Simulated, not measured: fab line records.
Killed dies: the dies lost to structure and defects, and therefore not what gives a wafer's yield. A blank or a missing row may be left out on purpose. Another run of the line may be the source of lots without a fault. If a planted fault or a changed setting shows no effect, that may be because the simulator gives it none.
The same fault as seen by 3 desks -- flow n5Finfet -- every desk sees just its own numbers, and what lay behind them comes last

THE DEFECT DESK
Counts from the inspections along the route, per lot, as means over the sampled wafers that have a number. Marked OUT: a lot whose mean sits more than 4 standard deviations from the usual mean, which makes it out of limits; the brackets give that distance.
Columns: A = rawDefectCount at N5_MIM_BOT_LITHO_INSPECT_12, usual 2.1
lot,first seen here,A
L158,day 13 21:08,2.0
L165,day 15 13:38,3.7
L166,day 16 04:36,1.3
L170,day 16 12:37,2.0
L167,day 16 16:28,2.7
L178,day 19 21:05,3.0
Result from this desk: across the 6 lots, nothing is out of limits.

THE METROLOGY DESK
What the gauges read for every lot (on any tool): the sampled wafers with a number, averaged. Marked OUT: a lot whose mean sits more than 4 standard deviations from the usual mean, which makes it out of limits; the brackets give that distance.
Columns: A = cdNm at N5_MIM_BOT_LITHO_CD_MEAS_08, usual 2999.9 nm; B = MIM_BOT_OVL at N5_MIM_BOT_LITHO_OVL_MEAS_11, usual -1 nm
lot,first seen here,A,B
L158,day 13 21:05,3001.3,-1
L165,day 15 13:35,2999.9,-1
L166,day 16 04:33,2999.0,-3
L170,day 16 12:33,2998.2,-3
L167,day 16 16:25,2998.9,-2
L178,day 19 21:01,2999.7,-5
Result from this desk: across the 6 lots, nothing is out of limits.

AT THE TOOL OWNER'S DESK: rieDiel-01
The tool's own readings at N5_MIM_BOT_ETCH_ETCH_04 (etches SiNx in CF4/O2, target depth 26 nm, time 13 s): means of the sampled wafers that have a number, for each lot that ran on this tool. Marked OUT: a lot whose mean sits more than 4 standard deviations from the usual mean, which makes it out of limits; the brackets give that distance. 7 of its 8 readings are shown, namely those furthest out on some lot.
Columns: A = biasW at N5_MIM_BOT_ETCH_ETCH_04, usual 49.00 W; B = cf4FlowSccm at N5_MIM_BOT_ETCH_ETCH_04, usual 99.96 sccm; C = drypumpMotorCurrentA at N5_MIM_BOT_ETCH_ETCH_04, usual 5.9 A; D = oes_f_703_au at N5_MIM_BOT_ETCH_ETCH_04, usual 0.83 a.u.; E = oesProductAu at N5_MIM_BOT_ETCH_ETCH_04, usual 0.83 a.u.; F = rfVppV at N5_MIM_BOT_ETCH_ETCH_04, usual 240.9 V; G = throttleValvePct at N5_MIM_BOT_ETCH_ETCH_04, usual 15.89 %
lot,first seen here,A,B,C,D,E,F,G
L165,day 15 13:44,49.05,99.82,5.8,0.79,0.79,242.6,15.83
L170,day 16 12:43,48.95,99.87,5.6,0.83,0.82,240.8,15.74
L167,day 16 16:35,49.02,100.02,5.7,0.78,0.78,243.1,15.88
Result from this desk: across the 3 lots, nothing is out of limits.

ALL TOGETHER
Nothing the defect desk looked at was out of limits.
At the metrology desk, nothing out of limits was observed.
The tool owner's desk saw nothing out of limits.

WHAT THE SIMULATOR HAD INSERTED
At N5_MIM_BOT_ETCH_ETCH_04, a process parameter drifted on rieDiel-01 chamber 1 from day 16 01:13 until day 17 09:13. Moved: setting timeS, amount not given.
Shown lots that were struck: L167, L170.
